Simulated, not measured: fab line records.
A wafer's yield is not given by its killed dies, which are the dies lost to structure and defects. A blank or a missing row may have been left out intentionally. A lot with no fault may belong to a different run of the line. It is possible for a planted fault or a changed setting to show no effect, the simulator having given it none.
What tool caused it? + flow n5 finfet + 72 wafers from 24 lots sampled at 6 of the route's 1938 steps

WHAT THE GAUGES SHOWED, per wafer
The record lacks any reading of a measuring or inspecting step that a usual standard deviation could be used to judge.

EACH LOT AND THE TOOL THAT RAN IT (in order: tool; ch and the chambers of the sampled wafers; start)
| lot  | N5_HKMG_FIN_CMP_94           | N5_GATE_CUT_STRIP_42              | N5_GATE_CUT_VAPOR_ETCH_49         | N5_MOL_CONTACT_COAG_CMP_23    | N5_MOL_CONTACT_COAG_ALD_27        | N5_MOL_CONTACT_COAG_ALD_123       |
|------|------------------------------|-----------------------------------|-----------------------------------|-------------------------------|-----------------------------------|-----------------------------------|
| L074 | cmp-02 ch 1,2, day 4 07:39   | rie diel-05 ch 2,3, day 4 11:58   | rie metal-01 ch 0,1, day 4 12:19  | cmp-02 ch 0,1, day 4 22:25    | ald sin-01 ch 0,1, day 4 23:12    | ald sin-04 ch 0,1, day 5 01:07    |
| L075 | cmp-03 ch 1,2,3, day 4 13:16 | rie diel-05 ch 0,2,3, day 4 17:33 | rie metal-01 ch 0,1, day 4 17:54  | cmp-02 ch 0,2,3, day 5 01:37  | ald sin-04 ch 0,1,3, day 5 04:11  | ald sin-01 ch 1,2,3, day 5 06:24  |
| L076 | cmp-04 ch 0,1,2, day 5 00:31 | rie diel-05 ch 0,1,3, day 5 04:59 | rie metal-02 ch 0,1, day 5 05:22  | cmp-01 ch 0,1, day 5 13:51    | ald sin-03 ch 0,2,3, day 5 16:02  | ald sin-03 ch 0,3, day 5 17:10    |
| L077 | cmp-03 ch 0,3, day 5 00:40   | rie diel-06 ch 1,2, day 5 05:05   | rie metal-03 ch 0,1, day 5 05:27  | cmp-04 ch 0,1,2, day 5 14:08  | ald sin-01 ch 0,1,3, day 5 16:38  | ald sin-03 ch 0,1,2, day 5 18:32  |
| L078 | cmp-02 ch 0,1, day 5 08:41   | rie diel-05 ch 0,1, day 5 13:10   | rie metal-01 ch 0,1, day 5 13:31  | cmp-02 ch 1,2,3, day 5 21:45  | ald sin-01 ch 0,1,3, day 5 22:30  | ald sin-03 ch 0,1,3, day 6 00:24  |
| L079 | cmp-03 ch 1,2,3, day 5 14:08 | rie diel-05 ch 2,3, day 5 18:43   | rie metal-02 ch 0,1, day 5 19:05  | cmp-02 ch 1,2, day 6 06:06    | ald sin-01 ch 0,2,3, day 6 06:56  | ald sin-01 ch 0,2,3, day 6 08:50  |
| L080 | cmp-02 ch 1,2,3, day 5 21:05 | rie diel-05 ch 0,1,3, day 6 01:29 | rie metal-03 ch 0,1, day 6 01:51  | cmp-02 ch 0,1,3, day 6 12:16  | ald sin-03 ch 0,1,2, day 6 13:07  | ald sin-03 ch 1,2,3, day 6 15:07  |
| L081 | cmp-03 ch 1,2,3, day 6 02:10 | rie diel-03 ch 0,2,3, day 6 06:37 | rie metal-02 ch 1, day 6 07:11    | cmp-01 ch 1,3, day 6 16:50    | ald sin-01 ch 0,1, day 6 17:41    | ald sin-03 ch 0,1, day 6 19:35    |
| L082 | cmp-04 ch 1,2,3, day 6 06:35 | rie diel-06 ch 0,1,2, day 6 11:13 | rie metal-01 ch 0,1, day 6 11:35  | cmp-02 ch 0,2,3, day 6 21:29  | ald sin-04 ch 0,3, day 6 22:16    | ald sin-01 ch 0,1, day 7 00:10    |
| L083 | cmp-03 ch 2,3, day 6 12:47   | rie diel-03 ch 0,1, day 6 17:19   | rie metal-03 ch 0, day 6 17:53    | cmp-04 ch 0,2,3, day 7 03:43  | ald sin-04 ch 1,2, day 7 04:30    | ald sin-01 ch 0,2,3, day 7 06:37  |
| L084 | cmp-04 ch 0,1,3, day 6 21:17 | rie diel-03 ch 0,2,3, day 7 01:28 | rie metal-02 ch 0,1, day 7 01:50  | cmp-04 ch 0,1,2, day 7 09:32  | ald sin-01 ch 0,2,3, day 7 10:21  | ald sin-03 ch 0,1,3, day 7 12:15  |
| L085 | cmp-02 ch 0,1,2, day 7 02:21 | rie diel-05 ch 1,2,3, day 7 06:59 | rie metal-03 ch 0,1, day 7 07:21  | cmp-01 ch 0,1,3, day 7 17:18  | ald sin-03 ch 0,1,3, day 7 18:20  | ald sin-04 ch 0,1,3, day 7 20:20  |
| L086 | cmp-02 ch 0,1,3, day 7 06:25 | rie diel-06 ch 0,2,3, day 7 10:57 | rie metal-01 ch 1, day 7 11:31    | cmp-02 ch 1,2,3, day 7 21:29  | ald sin-03 ch 0,2,3, day 7 22:19  | ald sin-03 ch 1,2,3, day 8 00:17  |
| L087 | cmp-02 ch 1,2, day 7 13:05   | rie diel-05 ch 2,3, day 7 17:17   | rie metal-03 ch 0,1, day 7 17:39  | cmp-04 ch 0,3, day 8 06:25    | ald sin-01 ch 0,1, day 8 07:17    | ald sin-04 ch 0,1,3, day 8 09:11  |
| L088 | cmp-03 ch 1,2,3, day 7 19:38 | rie diel-03 ch 0,1,3, day 8 00:00 | rie metal-02 ch 0,1, day 8 00:22  | cmp-02 ch 0,1,3, day 8 10:53  | ald sin-01 ch 1,2,3, day 8 11:42  | ald sin-04 ch 0,1,2, day 8 14:02  |
| L089 | cmp-03 ch 1,2, day 8 05:13   | rie diel-03 ch 0,1,3, day 8 09:38 | rie metal-03 ch 0,1, day 8 10:00  | cmp-04 ch 0,1,3, day 8 18:50  | ald sin-04 ch 0,2,3, day 9 00:13  | ald sin-01 ch 0,2, day 9 02:13    |
| L090 | cmp-03 ch 1,2,3, day 8 11:48 | rie diel-06 ch 0,2,3, day 8 17:56 | rie metal-01 ch 0,1, day 8 18:44  | cmp-01 ch 2,3, day 9 09:08    | ald sin-01 ch 0,1,2, day 9 09:56  | ald sin-01 ch 0,1,3, day 9 12:10  |
| L091 | cmp-04 ch 1,2, day 8 16:07   | rie diel-05 ch 0,1,3, day 8 20:45 | rie metal-03 ch 0,1, day 8 21:07  | cmp-04 ch 0,1,2, day 9 12:15  | ald sin-03 ch 0,3, day 9 13:04    | ald sin-01 ch 0,3, day 9 14:58    |
| L092 | cmp-04 ch 1,2,3, day 8 17:16 | rie diel-06 ch 0,2,3, day 8 23:47 | rie metal-03 ch 0,1, day 9 00:08  | cmp-02 ch 0,1,3, day 9 12:33  | ald sin-01 ch 1,2,3, day 9 13:22  | ald sin-03 ch 0,2,3, day 9 15:16  |
| L093 | cmp-03 ch 0,2, day 9 00:05   | rie diel-06 ch 1,2,3, day 9 05:50 | rie metal-01 ch 1, day 9 06:12    | cmp-01 ch 1,2, day 9 15:55    | ald sin-04 ch 1,2,3, day 9 16:44  | ald sin-03 ch 0,1,2, day 9 18:39  |
| L094 | cmp-03 ch 0,2,3, day 9 07:07 | rie diel-06 ch 0,1,2, day 9 11:28 | rie metal-01 ch 0,1, day 9 11:49  | cmp-04 ch 0,1,2, day 9 21:09  | ald sin-04 ch 0,1,3, day 9 21:56  | ald sin-03 ch 1,2,3, day 9 23:55  |
| L095 | cmp-02 ch 0,2, day 9 16:40   | rie diel-05 ch 0,2, day 9 21:09   | rie metal-02 ch 0,1, day 9 21:31  | cmp-01 ch 2,3, day 10 05:53   | ald sin-03 ch 0,1,2, day 10 06:42 | ald sin-04 ch 0,1,2, day 10 08:37 |
| L096 | cmp-02 ch 0,1,3, day 9 23:31 | rie diel-06 ch 1,3, day 10 03:53  | rie metal-01 ch 0,1, day 10 04:14 | cmp-02 ch 0,1,2, day 10 13:27 | ald sin-04 ch 0,1, day 10 14:14   | ald sin-04 ch 0,1,2, day 10 16:29 |
| L097 | cmp-03 ch 0,2, day 10 03:23  | rie diel-03 ch 0,1, day 10 07:52  | rie metal-01 ch 0,1, day 10 08:14 | cmp-02 ch 0,2,3, day 10 16:15 | ald sin-04 ch 0,1,3, day 10 17:04 | ald sin-01 ch 0,1,3, day 10 18:58 |
- N5_HKMG_FIN_CMP_94: polishes, stops on SiNx, t overpolish 4.7 s, target thk 43.299 nm.
- N5_GATE_CUT_STRIP_42: strips in O2.
- N5_GATE_CUT_VAPOR_ETCH_49: etches TiAlC in BCl3/Cl2.
- N5_MOL_CONTACT_COAG_CMP_23: polishes, stops on SiO2, t overpolish 1.5 s, target thk 0 nm.
- N5_MOL_CONTACT_COAG_ALD_27: deposits SiOC, target thk 17 nm, pulse time 1.5 s, time 2720 s.
- N5_MOL_CONTACT_COAG_ALD_123: deposits SiNx, target thk 5 nm, pulse time 1 s, purge time 2 s.

AS READ BY THE TOOLS THEMSELVES (means over the sampled wafers that have a number; for cases with no such wafer, the mark the record gives instead)
N5_HKMG_FIN_CMP_94. Usual: motor current A 12.4 A, standard deviation 1.2; slurry flow ml min 150.0, standard deviation 0.5.
| lot  | tool   | motor current A (A) | slurry flow ml min | flag |
|------|--------|---------------------|--------------------|------|
| L074 | cmp-02 | 12.0                | 150.4              |      |
| L075 | cmp-03 | 12.2                | 150.5              |      |
| L076 | cmp-04 | 12.8                | 149.7              |      |
| L077 | cmp-03 | 13.2                | 150.1              |      |
| L078 | cmp-02 | 12.0                | 150.2              |      |
| L079 | cmp-03 | 12.1                | 149.7              |      |
| L080 | cmp-02 | 12.8                | 149.7              |      |
| L081 | cmp-03 | 11.8                | 150.3              |      |
| L082 | cmp-04 | 12.6                | 149.9              |      |
| L083 | cmp-03 | 12.2                | 149.7              |      |
| L084 | cmp-04 | 12.1                | 149.8              |      |
| L085 | cmp-02 | 11.9                | 150.5              |      |
| L086 | cmp-02 | 12.7                | 150.1              |      |
| L087 | cmp-02 | 13.3                | 149.4              |      |
| L088 | cmp-03 | 12.2                | 149.8              |      |
| L089 | cmp-03 | 11.9                | 149.7              |      |
| L090 | cmp-03 | 12.4                | 149.7              |      |
| L091 | cmp-04 | 13.1                | 149.6              |      |
| L092 | cmp-04 | 12.4                | 150.1              |      |
| L093 | cmp-03 | 12.1                | 149.9              |      |
| L094 | cmp-03 | 12.9                | 149.8              |      |
| L095 | cmp-02 | 10.5                | 149.9              |      |
| L096 | cmp-02 | 12.8                | 150.1              |      |
| L097 | cmp-03 | 12.1                | 150.1              |      |

N5_GATE_CUT_STRIP_42. Usual: drypump motor current A 5.6 A, standard deviation 0.47; oes product au 0.77 a.u., standard deviation 0.073; rf vpp V 3.6 V, standard deviation 0.51; showerhead plenum p Torr 2.10 Torr, standard deviation 0.068; throttle valve pct 16.71 %, standard deviation 0.23.
| lot  | tool        | drypump motor current A (A) | oes product au (a.u.) | rf vpp V (V) | showerhead plenum p Torr (Torr) | throttle valve pct (%) | flag |
|------|-------------|-----------------------------|-----------------------|--------------|---------------------------------|------------------------|------|
| L074 | rie diel-05 | 5.6                         | 0.75                  | 3.4          | 2.16                            | 16.74                  |      |
| L075 | rie diel-05 | 5.6                         | 0.76                  | 3.3          | 2.12                            | 16.64                  |      |
| L076 | rie diel-05 | 5.4                         | 0.75                  | 3.3          | 2.09                            | 16.67                  |      |
| L077 | rie diel-06 | 5.5                         | 0.87                  | 3.4          | 2.10                            | 16.73                  |      |
| L078 | rie diel-05 | 5.5                         | 0.73                  | 3.4          | 2.02                            | 16.81                  |      |
| L079 | rie diel-05 | 5.6                         | 0.75                  | 3.7          | 2.15                            | 16.75                  |      |
| L080 | rie diel-05 | 5.4                         | 0.75                  | 4.3          | 2.09                            | 16.69                  |      |
| L081 | rie diel-03 | 5.1                         | 0.76                  | 3.8          | 2.12                            | 16.56                  |      |
| L082 | rie diel-06 | 5.5                         | 0.81                  | 4.2          | 2.06                            | 16.83                  |      |
| L083 | rie diel-03 | 5.2                         | 0.71                  | 3.5          | 2.17                            | 16.66                  |      |
| L084 | rie diel-03 | 5.1                         | 0.76                  | 3.9          | 2.12                            | 16.58                  |      |
| L085 | rie diel-05 | 5.7                         | 0.71                  | 3.0          | 2.08                            | 16.90                  |      |
| L086 | rie diel-06 | 6.0                         | 0.81                  | 3.5          | 2.06                            | 16.75                  |      |
| L087 | rie diel-05 | 5.8                         | 0.71                  | 3.2          | 2.11                            | 16.87                  |      |
| L088 | rie diel-03 | 5.2                         | 0.75                  | 3.5          | 2.15                            | 16.63                  |      |
| L089 | rie diel-03 | 5.2                         | 0.75                  | 3.3          | 2.15                            | 16.63                  |      |
| L090 | rie diel-06 | 6.0                         | 0.80                  | 3.3          | 2.05                            | 16.76                  |      |
| L091 | rie diel-05 | 5.4                         | 0.74                  | 3.5          | 2.08                            | 16.72                  |      |
| L092 | rie diel-06 | 6.0                         | 0.79                  | 3.4          | 2.05                            | 16.76                  |      |
| L093 | rie diel-06 | 5.9                         | 0.84                  | 2.9          | 2.09                            | 16.70                  |      |
| L094 | rie diel-06 | 5.5                         | 0.80                  | 3.5          | 2.05                            | 16.88                  |      |
| L095 | rie diel-05 | 5.8                         | 0.71                  | 3.5          | 2.07                            | 16.82                  |      |
| L096 | rie diel-06 | 6.3                         | 0.86                  | 4.0          | 2.13                            | 16.51                  |      |
| L097 | rie diel-03 | 5.3                         | 0.69                  | 3.3          | 2.16                            | 16.72                  |      |

N5_GATE_CUT_VAPOR_ETCH_49. Usual: drypump motor current A 6.0 A, standard deviation 0.45; oes product au 0.78 a.u., standard deviation 0.093.
| lot  | tool         | drypump motor current A (A) | oes product au (a.u.) | flag |
|------|--------------|-----------------------------|-----------------------|------|
| L074 | rie metal-01 | 5.8                         | 0.78                  |      |
| L075 | rie metal-01 | 5.9                         | 0.72                  |      |
| L076 | rie metal-02 | 6.5                         | 0.82                  |      |
| L077 | rie metal-03 | 5.6                         | 0.65                  |      |
| L078 | rie metal-01 | 5.7                         | 0.78                  |      |
| L079 | rie metal-02 | 6.6                         | 0.83                  |      |
| L080 | rie metal-03 | 5.6                         | 0.65                  |      |
| L081 | rie metal-02 | 6.5                         | 0.82                  |      |
| L082 | rie metal-01 | 5.7                         | 0.77                  |      |
| L083 | rie metal-03 | 6.2                         | 0.77                  |      |
| L084 | rie metal-02 | 6.6                         | 0.82                  |      |
| L085 | rie metal-03 | 5.6                         | 0.92                  |      |
| L086 | rie metal-01 | 5.6                         | 0.81                  |      |
| L087 | rie metal-03 | 5.6                         | 0.90                  |      |
| L088 | rie metal-02 | 6.6                         | 0.81                  |      |
| L089 | rie metal-03 | 5.6                         | 0.89                  |      |
| L090 | rie metal-01 | 5.9                         | 0.71                  |      |
| L091 | rie metal-03 | 5.6                         | 0.88                  |      |
| L092 | rie metal-03 | 5.9                         | 0.83                  |      |
| L093 | rie metal-01 | 5.6                         | 0.81                  |      |
| L094 | rie metal-01 | 5.9                         | 0.70                  |      |
| L095 | rie metal-02 | 6.5                         | 0.80                  |      |
| L096 | rie metal-01 | 5.9                         | 0.70                  |      |
| L097 | rie metal-01 | 5.9                         | 0.70                  |      |

N5_MOL_CONTACT_COAG_CMP_23. Usual: motor current A 8.3 A, standard deviation 0.95; overpolish run s 1.500 s, standard deviation 0.0089; slurry flow ml min 150.0, standard deviation 0.45; time to endpoint s 10.1 s, standard deviation 1.8.
| lot  | tool   | motor current A (A) | overpolish run s (s) | slurry flow ml min | time to endpoint s (s) | flag |
|------|--------|---------------------|----------------------|--------------------|------------------------|------|
| L074 | cmp-02 | 8.3                 | 1.501                | 150.0              | 7.3                    |      |
| L075 | cmp-02 | 7.6                 | 1.494                | 150.0              | 9.4                    |      |
| L076 | cmp-01 | 8.3                 | 1.505                | 150.2              | 8.8                    |      |
| L077 | cmp-04 | 8.5                 | 1.507                | 150.0              | 9.0                    |      |
| L078 | cmp-02 | 8.2                 | 1.497                | 150.1              | 10.4                   |      |
| L079 | cmp-02 | 7.9                 | 1.505                | 149.7              | 9.5                    |      |
| L080 | cmp-02 | 8.5                 | 1.510                | 149.5              | 9.1                    |      |
| L081 | cmp-01 | 7.7                 | 1.504                | 150.2              | 8.5                    |      |
| L082 | cmp-02 | 7.5                 | 1.496                | 150.6              | 10.7                   |      |
| L083 | cmp-04 | 7.8                 | 1.499                | 150.3              | 9.7                    |      |
| L084 | cmp-04 | 9.0                 | 1.499                | 150.4              | 12.0                   |      |
| L085 | cmp-01 | 7.9                 | 1.500                | 150.2              | 11.2                   |      |
| L086 | cmp-02 | 8.4                 | 1.505                | 150.4              | 9.9                    |      |
| L087 | cmp-04 | 7.7                 | 1.499                | 149.9              | 13.0                   |      |
| L088 | cmp-02 | 8.6                 | 1.497                | 149.6              | 9.9                    |      |
| L089 | cmp-04 | 8.0                 | 1.491                | 150.2              | 11.7                   |      |
| L090 | cmp-01 | 9.4                 | 1.499                | 150.0              | 10.5                   |      |
| L091 | cmp-04 | 8.3                 | 1.507                | 150.0              | 11.2                   |      |
| L092 | cmp-02 | 8.4                 | 1.498                | 149.6              | 12.0                   |      |
| L093 | cmp-01 | 8.6                 | 1.499                | 149.8              | 8.6                    |      |
| L094 | cmp-04 | 8.5                 | 1.491                | 149.8              | 9.5                    |      |
| L095 | cmp-01 | 8.4                 | 1.499                | 149.8              | 9.4                    |      |
| L096 | cmp-02 | 7.9                 | 1.498                | 149.9              | 9.5                    |      |
| L097 | cmp-02 | 7.3                 | 1.498                | 149.6              | 12.8                   |      |

N5_MOL_CONTACT_COAG_ALD_27. Usual: heater power w 841 W, standard deviation 82; precursor pulse height rel 0.999, standard deviation 0.018.
| lot  | tool       | heater power w (W) | precursor pulse height rel | flag |
|------|------------|--------------------|----------------------------|------|
| L074 | ald sin-01 | 830                | 1.005                      |      |
| L075 | ald sin-04 | 836                | 1.004                      |      |
| L076 | ald sin-03 | 833                | 1.012                      |      |
| L077 | ald sin-01 | 823                | 0.995                      |      |
| L078 | ald sin-01 | 835                | 0.988                      |      |
| L079 | ald sin-01 | 901                | 1.000                      |      |
| L080 | ald sin-03 | 810                | 0.991                      |      |
| L081 | ald sin-01 | 829                | 0.986                      |      |
| L082 | ald sin-04 | 792                | 0.987                      |      |
| L083 | ald sin-04 | 838                | 1.004                      |      |
| L084 | ald sin-01 | 893                | 0.993                      |      |
| L085 | ald sin-03 | 811                | 1.003                      |      |
| L086 | ald sin-03 | 830                | 0.993                      |      |
| L087 | ald sin-01 | 824                | 0.993                      |      |
| L088 | ald sin-01 | 856                | 0.983                      |      |
| L089 | ald sin-04 | 853                | 0.991                      |      |
| L090 | ald sin-01 | 875                | 1.001                      |      |
| L091 | ald sin-03 | 872                | 1.015                      |      |
| L092 | ald sin-01 | 858                | 1.004                      |      |
| L093 | ald sin-04 | 787                | 0.997                      |      |
| L094 | ald sin-04 | 832                | 0.993                      |      |
| L095 | ald sin-03 | 802                | 0.993                      |      |
| L096 | ald sin-04 | 908                | 0.989                      |      |
| L097 | ald sin-04 | 829                | 0.995                      |      |

N5_MOL_CONTACT_COAG_ALD_123. Usual: heater power w 839 W, standard deviation 78; precursor pulse height rel 1.002, standard deviation 0.018.
| lot  | tool       | heater power w (W) | precursor pulse height rel | flag |
|------|------------|--------------------|----------------------------|------|
| L074 | ald sin-04 | 859                | 0.991                      |      |
| L075 | ald sin-01 | 854                | 1.004                      |      |
| L076 | ald sin-03 | 853                | 0.994                      |      |
| L077 | ald sin-03 | 793                | 0.977                      |      |
| L078 | ald sin-03 | 811                | 1.000                      |      |
| L079 | ald sin-01 | 882                | 1.021                      |      |
| L080 | ald sin-03 | 797                | 1.015                      |      |
| L081 | ald sin-03 | 826                | 0.985                      |      |
| L082 | ald sin-01 | 843                | 1.005                      |      |
| L083 | ald sin-01 | 901                | 0.993                      |      |
| L084 | ald sin-03 | 816                | 1.010                      |      |
| L085 | ald sin-04 | 825                | 0.997                      |      |
| L086 | ald sin-03 | 802                | 1.006                      |      |
| L087 | ald sin-04 | 846                | 0.991                      |      |
| L088 | ald sin-04 | 897                | 0.994                      |      |
| L089 | ald sin-01 | 907                | 0.982                      |      |
| L090 | ald sin-01 | 831                | 1.009                      |      |
| L091 | ald sin-01 | 854                | 0.998                      |      |
| L092 | ald sin-03 | 816                | 1.017                      |      |
| L093 | ald sin-03 | 802                | 0.994                      |      |
| L094 | ald sin-03 | 792                | 0.982                      |      |
| L095 | ald sin-04 | 886                | 0.987                      |      |
| L096 | ald sin-04 | 888                | 1.003                      |      |
| L097 | ald sin-01 | 854                | 1.017                      |      |

THE ANSWER, worked out from the rows above alone
Rule: lot off if the mean of its wafers having a number is beyond 3 standard deviations from the usual mean. Also off: a lot with no number at a reading for which 4 or more lots have one. Where the step has rows for the other lots, those lots are counted as sound. After the gauges, taken in route order, come the tools' own readings; for these a lot's mean is taken, as printed above. The first step at which some lot is off is used, and at that step the reading that is off furthest; a lot without a number counts as furthest.
None of the lots is off at any reading shown; this tells nothing.

WHAT HAD BEEN PUT IN BY THE SIMULATOR
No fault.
